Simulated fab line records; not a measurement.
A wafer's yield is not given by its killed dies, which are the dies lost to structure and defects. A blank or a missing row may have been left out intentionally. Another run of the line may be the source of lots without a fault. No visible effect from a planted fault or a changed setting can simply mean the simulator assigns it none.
One fault through the eyes of 2 desks	flow n5Finfet	each desk holds nothing but its own numbers, with what lay behind them at the end

== AT THE TOOL OWNER'S DESK: lithoTrack-01 ==
The tool's own readings at N5_BEOL_M2_COAT_22 (resist thk 30 nm): means of the sampled wafers that have a number, for each lot that ran on this tool. Any lot whose mean is over 4 standard deviations away from the usual mean is out of limits and marked OUT; that distance is given in the brackets.
Columns: A = spinSpeedRpm at N5_BEOL_M2_COAT_22, usual 1500.2 rpm
lot	first seen here	A
L938	day 6 10:58	1499.8
L941	day 7 14:37	1501.7
L944	day 8 13:46	1501.6
L947	day 8 21:37	1499.2
L954	day 10 12:25	1568.6 (+49) OUT
L957	day 11 03:03	1569.8 (+50) OUT
This desk finds L954, L957 out of limits, L954 being first, at day 10 12:25 (spinSpeedRpm at N5_BEOL_M2_COAT_22). L938, L941, L944, L947: within limits.

== AT THE METROLOGY DESK ==
What the gauges read for every lot (on any tool): the sampled wafers with a number, averaged. Any lot whose mean is over 4 standard deviations away from the usual mean is out of limits and marked OUT; that distance is given in the brackets. 7 of its 12 readings are shown, namely those furthest out on some lot.
Columns: A = M2_ILD_THK at N5_BEOL_M2_THK_MEAS_01, usual 79.7 nm; B = V1_OVL at N5_BEOL_M2_OVL_MEAS_29, usual 0.4 nm; C = ION_N at N5_BEOL_M4_RC_MEAS_101, usual 675 uA/um; D = ION_P at N5_BEOL_M4_RC_MEAS_101, usual 463 uA/um; E = SS_N at N5_BEOL_M4_RC_MEAS_101, usual 71.6 mV/dec; F = VT_N at N5_BEOL_M4_RC_MEAS_101, usual 250 mV; G = VT_P at N5_BEOL_M4_RC_MEAS_101, usual -251 mV
lot	first seen here	A	B	C	D	E	F	G
L938	day 6 07:25	80.1	-0.0	661	453	72.1	251	-254
L941	day 7 10:25	76.8	0.3	673	462	71.6	249	-251
L944	day 8 11:47	79.4	-0.7	672	455	71.6	250	-255
L946	day 8 15:17	78.5	-0.1	674	455	72.1	253	-254
L947	day 8 18:26	79.8	0.3	670	464	70.8	251	-250
L948	day 9 04:18	80.0	1.0	687	463	71.9	248	-252
L954	day 10 08:57	80.0	0.9	690	470	72.0	247	-246
L957	day 11 01:39	80.7	-0.3	679	468	72.1	249	-248
L955	day 11 09:47	79.9	0.2	662	459	70.9	255	-253
L961	day 12 06:35	80.0	-0.5	669	457	71.5	252	-253
This desk's finding: nothing out of limits on any of the 10 lots.

== ALL TOGETHER ==
An alarm could have come from the tool owner's desk at day 10 12:25, on L954, L957.
Nothing out of limits was seen by the metrology desk.
The metrology desk holds a record of L954, L957, inside its limits.
Of the lots named, all ran N5_BEOL_M2_COAT_22 on lithoTrack-01.

== WHAT THE SIMULATOR PUT IN ==
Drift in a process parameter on lithoTrack-01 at N5_BEOL_M2_COAT_22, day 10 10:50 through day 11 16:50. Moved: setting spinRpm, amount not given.
Struck lots among those shown: L954, L957.
Delay in hours, fault start to first out-of-limits reading, by desk: the tool owner's desk at 2.
